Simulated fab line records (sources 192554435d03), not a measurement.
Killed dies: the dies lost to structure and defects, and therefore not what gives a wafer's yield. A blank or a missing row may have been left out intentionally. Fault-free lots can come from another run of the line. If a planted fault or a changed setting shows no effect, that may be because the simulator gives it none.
Which of the tools did it? || flow n5 finfet || at 1 step of a route of 1938, 6 lots with 18 wafers sampled

== WHAT THE GAUGES READ, wafer by wafer ==
N5_MOL_CONTACT_COAG_CD_MEAS_99: target cd 17.2 nm.
{"lot": "L271", "measured": "day 5 04:37", "on": "cd sem-02", "cd nm (nm)": "17.3 17.7 17.2"}
{"lot": "L274", "measured": "day 6 01:40", "on": "cd sem-01", "cd nm (nm)": "18.3 17.6 16.8"}
{"lot": "L277", "measured": "day 6 19:16", "on": "cd sem-03", "cd nm (nm)": "17.4 17.3 17.2"}
{"lot": "L281", "measured": "day 7 19:14", "on": "cd sem-01", "cd nm (nm)": "16.5 16.6 17.2"}
{"lot": "L289", "measured": "day 9 15:52", "on": "cd sem-02", "cd nm (nm)": "18.5 18.1 18.1"}
{"lot": "L292", "measured": "day 10 10:38", "on": "cd sem-03", "cd nm (nm)": "17.0 17.2 17.3"}

== WHICH TOOL RAN EACH LOT (tool, then ch and the chambers of the sampled wafers, then the start) ==
Before these readings, the record contains no process step.

== THE ANSWER, worked out from the rows above alone ==
Rule: the lots themselves supply what counts as usual. The widest of any qualifying gaps counts: lots, ordered by their means at a reading, are off when they make up no more than a third of the lots, leave a main group of 4 or more, and stand apart from it by 3 or more times the standard deviation of that group's means. Not used: any main group whose means are identical at the precision the tables above print for the reading. A lot without any number at a reading at which 4 lots or more have one is off too. Any other lot the step has rows for is counted as sound.
Across all readings shown, no lot is off: no conclusion can be drawn from this.

== WHAT THE SIMULATOR HAD INSERTED ==
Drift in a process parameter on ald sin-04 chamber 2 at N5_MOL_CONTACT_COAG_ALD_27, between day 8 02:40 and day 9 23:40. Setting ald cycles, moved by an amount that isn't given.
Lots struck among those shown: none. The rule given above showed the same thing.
